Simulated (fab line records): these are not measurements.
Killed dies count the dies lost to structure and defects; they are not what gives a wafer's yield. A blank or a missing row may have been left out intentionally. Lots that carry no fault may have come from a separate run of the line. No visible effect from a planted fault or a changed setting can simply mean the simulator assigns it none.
A sampling plan put to the test -- flow nand harc -- one line in one fab, 24 faults in these records, each fault weighed on the records of the lots it struck
What counts as the plan is the set of the line's own looks, namely the steps on the route at which a gauge or an inspection reads a wafer and does not change it. Where struck wafers have a number at a look and the file lists that look's usual mean and standard deviation on fault-free wafers, the look can be judged. Caught: 4 or more of those standard deviations (sigma) separate the usual mean from the mean of the struck wafers at a look after the fault's first step. On the tool: the fault's steps, tested the same way using the tool's own readings. It also counts as caught if the struck wafers ran another recipe or if their record alone is blank.

## THE FAULTS, as the simulator had put them in
1. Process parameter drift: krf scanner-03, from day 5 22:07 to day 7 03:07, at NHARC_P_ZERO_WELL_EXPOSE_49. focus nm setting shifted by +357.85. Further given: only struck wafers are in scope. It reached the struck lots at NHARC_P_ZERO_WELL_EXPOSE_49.
2. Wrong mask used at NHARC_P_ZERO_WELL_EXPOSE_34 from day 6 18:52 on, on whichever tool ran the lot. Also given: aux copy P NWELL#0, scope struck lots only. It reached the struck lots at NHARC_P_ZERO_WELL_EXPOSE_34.
3. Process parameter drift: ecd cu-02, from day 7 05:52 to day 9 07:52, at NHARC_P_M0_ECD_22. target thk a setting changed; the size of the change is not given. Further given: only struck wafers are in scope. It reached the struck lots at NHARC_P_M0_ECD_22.
4. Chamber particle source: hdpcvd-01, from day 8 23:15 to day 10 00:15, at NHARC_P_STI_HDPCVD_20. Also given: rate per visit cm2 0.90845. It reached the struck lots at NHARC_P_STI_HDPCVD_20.
5. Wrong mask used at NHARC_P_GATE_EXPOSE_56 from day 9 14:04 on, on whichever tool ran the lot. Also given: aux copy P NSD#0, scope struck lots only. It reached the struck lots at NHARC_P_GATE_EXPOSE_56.
6. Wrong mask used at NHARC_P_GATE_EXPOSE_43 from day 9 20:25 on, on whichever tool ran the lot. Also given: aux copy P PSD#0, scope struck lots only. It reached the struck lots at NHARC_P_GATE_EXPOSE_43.
7. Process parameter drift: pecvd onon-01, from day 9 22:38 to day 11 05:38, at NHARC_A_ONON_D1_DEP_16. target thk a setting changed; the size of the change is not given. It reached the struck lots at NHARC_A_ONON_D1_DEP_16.
8. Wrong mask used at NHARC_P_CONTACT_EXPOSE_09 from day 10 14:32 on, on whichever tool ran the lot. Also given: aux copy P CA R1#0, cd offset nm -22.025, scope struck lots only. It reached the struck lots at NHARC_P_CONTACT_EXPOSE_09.
9. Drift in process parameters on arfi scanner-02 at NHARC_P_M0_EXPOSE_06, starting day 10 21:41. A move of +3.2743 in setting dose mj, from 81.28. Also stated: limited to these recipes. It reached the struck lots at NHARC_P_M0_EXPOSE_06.
10. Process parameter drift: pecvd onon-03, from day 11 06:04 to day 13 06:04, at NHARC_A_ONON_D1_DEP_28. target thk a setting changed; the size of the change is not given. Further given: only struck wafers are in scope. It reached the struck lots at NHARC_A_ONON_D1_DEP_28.
11. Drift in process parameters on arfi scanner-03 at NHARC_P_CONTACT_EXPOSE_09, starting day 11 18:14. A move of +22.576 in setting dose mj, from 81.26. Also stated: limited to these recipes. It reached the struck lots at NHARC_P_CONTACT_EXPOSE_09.
12. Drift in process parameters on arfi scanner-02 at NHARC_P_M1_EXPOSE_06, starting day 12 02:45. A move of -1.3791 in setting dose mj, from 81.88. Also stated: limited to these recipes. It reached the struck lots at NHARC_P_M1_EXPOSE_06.
13. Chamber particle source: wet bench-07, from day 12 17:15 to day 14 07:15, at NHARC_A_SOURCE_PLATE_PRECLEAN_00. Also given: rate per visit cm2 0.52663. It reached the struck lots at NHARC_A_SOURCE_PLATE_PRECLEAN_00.
14. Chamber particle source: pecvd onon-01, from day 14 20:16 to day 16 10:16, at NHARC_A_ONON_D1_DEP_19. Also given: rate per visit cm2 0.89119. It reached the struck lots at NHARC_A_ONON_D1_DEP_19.
15. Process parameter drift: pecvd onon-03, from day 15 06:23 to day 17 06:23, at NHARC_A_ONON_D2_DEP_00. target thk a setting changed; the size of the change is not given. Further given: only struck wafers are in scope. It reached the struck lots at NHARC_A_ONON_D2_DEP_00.
16. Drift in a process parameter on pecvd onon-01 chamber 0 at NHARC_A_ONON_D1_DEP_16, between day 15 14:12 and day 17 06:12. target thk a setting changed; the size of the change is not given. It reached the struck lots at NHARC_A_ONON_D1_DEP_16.
17. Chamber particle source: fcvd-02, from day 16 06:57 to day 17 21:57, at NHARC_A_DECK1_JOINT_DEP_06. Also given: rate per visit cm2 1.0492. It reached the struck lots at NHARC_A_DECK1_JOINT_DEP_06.
18. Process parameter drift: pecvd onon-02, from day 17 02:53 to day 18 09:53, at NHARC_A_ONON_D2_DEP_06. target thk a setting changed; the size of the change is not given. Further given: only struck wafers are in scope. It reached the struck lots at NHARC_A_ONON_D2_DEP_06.
19. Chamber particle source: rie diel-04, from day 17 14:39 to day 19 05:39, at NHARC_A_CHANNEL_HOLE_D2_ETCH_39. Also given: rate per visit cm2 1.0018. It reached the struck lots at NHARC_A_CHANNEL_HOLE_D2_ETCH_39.
20. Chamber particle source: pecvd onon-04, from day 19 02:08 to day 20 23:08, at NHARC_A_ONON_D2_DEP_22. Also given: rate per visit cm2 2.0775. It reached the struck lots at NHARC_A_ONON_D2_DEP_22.
21. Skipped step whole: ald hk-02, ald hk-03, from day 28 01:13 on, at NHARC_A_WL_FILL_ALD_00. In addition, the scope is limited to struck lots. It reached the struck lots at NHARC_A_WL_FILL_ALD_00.
22. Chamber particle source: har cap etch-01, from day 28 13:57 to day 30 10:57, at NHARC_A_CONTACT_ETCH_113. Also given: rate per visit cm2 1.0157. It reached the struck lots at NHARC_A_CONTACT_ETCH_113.
23. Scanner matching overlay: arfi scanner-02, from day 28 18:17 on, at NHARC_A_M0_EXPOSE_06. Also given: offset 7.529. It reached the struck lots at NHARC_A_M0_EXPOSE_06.
24. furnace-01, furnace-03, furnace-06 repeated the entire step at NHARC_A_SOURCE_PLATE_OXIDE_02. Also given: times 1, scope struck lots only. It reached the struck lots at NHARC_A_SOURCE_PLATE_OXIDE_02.

## WHAT THE PLAN SAW
fault,on the tool itself,first look that catches it,"reading, sigma",median hours from its first step to that look,hours from the fault's start to the first struck lot there,judged looks passed uncaught
1,no reading that can be judged,NHARC_P_ZERO_WELL_CD_MEAS_52,cd nm +15,0.1,8,0
2,under 2 sigma,no look after it can be judged,-,-,-,0
3,no reading that can be judged,no look after it can be judged,-,-,-,0
4,no reading that can be judged,NHARC_END_SORT_01,killed at periphery +22,497.0,503,0
5,no reading that can be judged,no look after it can be judged,-,-,-,0
6,under 2 sigma,no look after it can be judged,-,-,-,0
7,no reading that can be judged,NHARC_A_ONON_D1_THK_MEAS_18,thk nm +12,0.4,4,0
8,no reading that can be judged,NHARC_P_CONTACT_CD_MEAS_12,cd nm -49,0.1,3,0
9,exposure dose mJ cm2 +25 sigma,none of the 3 looks that can be judged after it,"strongest: cd nm at NHARC_P_M0_CD_MEAS_09, +3.5",-,-,3
10,no reading that can be judged,NHARC_A_ONON_D1_THK_MEAS_30,thk nm -44,0.4,26,0
11,exposure dose mJ cm2 +99 or beyond sigma,NHARC_P_CONTACT_CD_MEAS_12,cd nm +28,0.1,6,0
12,exposure dose mJ cm2 -14 sigma,none of the 2 looks that can be judged after it,"strongest: cd nm at NHARC_P_M1_CD_MEAS_09, -2.5",-,-,2
13,no reading that can be judged,NHARC_A_SOURCE_PLATE_INSPECT_08,raw defect count +11,22.0,26,0
14,no reading that can be judged,NHARC_END_SORT_01,killed at array +6.4,399.4,410,1
15,no reading that can be judged,NHARC_A_ONON_D2_THK_MEAS_02,thk nm +49,0.5,27,0
16,no reading that can be judged,NHARC_A_ONON_D1_THK_MEAS_18,thk nm +71,0.4,5,0
17,no reading that can be judged,NHARC_END_SORT_01,killed at array +4.2,326.5,327,2
18,no reading that can be judged,NHARC_A_ONON_D2_THK_MEAS_08,thk nm +53,0.5,27,0
19,under 2 sigma,NHARC_A_CHANNEL_HOLE_D2_INSPECT_40,raw defect count +7.0,6.7,9,1
20,no reading that can be judged,NHARC_END_SORT_01,killed at array +5.3,271.7,285,0
21,the tool's record is blank for the struck wafers,NHARC_END_WLT_00,VT_DECK2_MEDIAN_NEAR_BOTTOM +99 or beyond,97.7,102,0
22,no reading that can be judged,NHARC_END_SORT_01,killed at array +5.5,74.6,109,1
23,no reading that can be judged,NHARC_A_M0_OVL_MEAS_10,overlay x nm +9.6,0.2,12,0
24,under 2 sigma,NHARC_A_SOURCE_PLATE_THK_MEAS_09,thk nm +5.3,10.3,-,0
A dash: the fault isn't caught, or these records don't give the number.

Caught at a look: 18 of 24. Caught on the tool: 4 of 24. By one or the other: 20 of 24.
On the tool alone, faults 9, 12 were caught.
Caught at a look alone: faults 1, 4, 7, 8, 10, 13, 14, 15, 16, 17, 18, 19, 20, 22, 23, 24.
Caught by neither: faults 2, 3, 5, 6.

## THINNER SAMPLING
In the worst case, this is how late the first struck lot would be measured if the look that catches a fault measured only every second or every third lot, by lot number:
fault,"struck lots at that look, in order of time",every lot,every second lot,every third lot
1,"L258, L259",8 h,17 h,may miss all 2
4,"L377, L376, L378",503 h,503 h,527 h
7,"L521, L522",4 h,15 h,may miss all 2
8,L544,3 h,may miss it,may miss it
10,"L891, L892, L894",26 h,27 h,may miss all 3
11,"L540, L542, L543",6 h,44 h,may miss all 3
13,"L111, L112",26 h,42 h,may miss all 2
14,"L980, L978",410 h,may miss all 2,may miss all 2
15,"L197, L198, L201",27 h,33 h,may miss all 3
16,"L918, L920",5 h,may miss all 2,may miss all 2
17,"L462, L460",327 h,may miss all 2,may miss all 2
18,L297,27 h,may miss it,may miss it
19,"L679, L680, L681",9 h,17 h,34 h
20,"L712, L714",285 h,may miss all 2,may miss all 2
21,"L177, L180, L181",102 h,118 h,may miss all 3
22,"L160, L161",109 h,117 h,may miss all 2
23,"L278, L280",12 h,may miss all 2,may miss all 2
Hours are from the fault's start to the first struck lot that is measured. The limit of 4 sigma was tested on all struck wafers together, so one lot alone may lie under it. Other struck lots may not be in these records.

## THE LONGEST TIMED WAY FROM STEP TO LOOK
Fault 4: median gap of 497.0 hours between NHARC_P_STI_HDPCVD_20 and NHARC_END_SORT_01. No look between them can be judged.
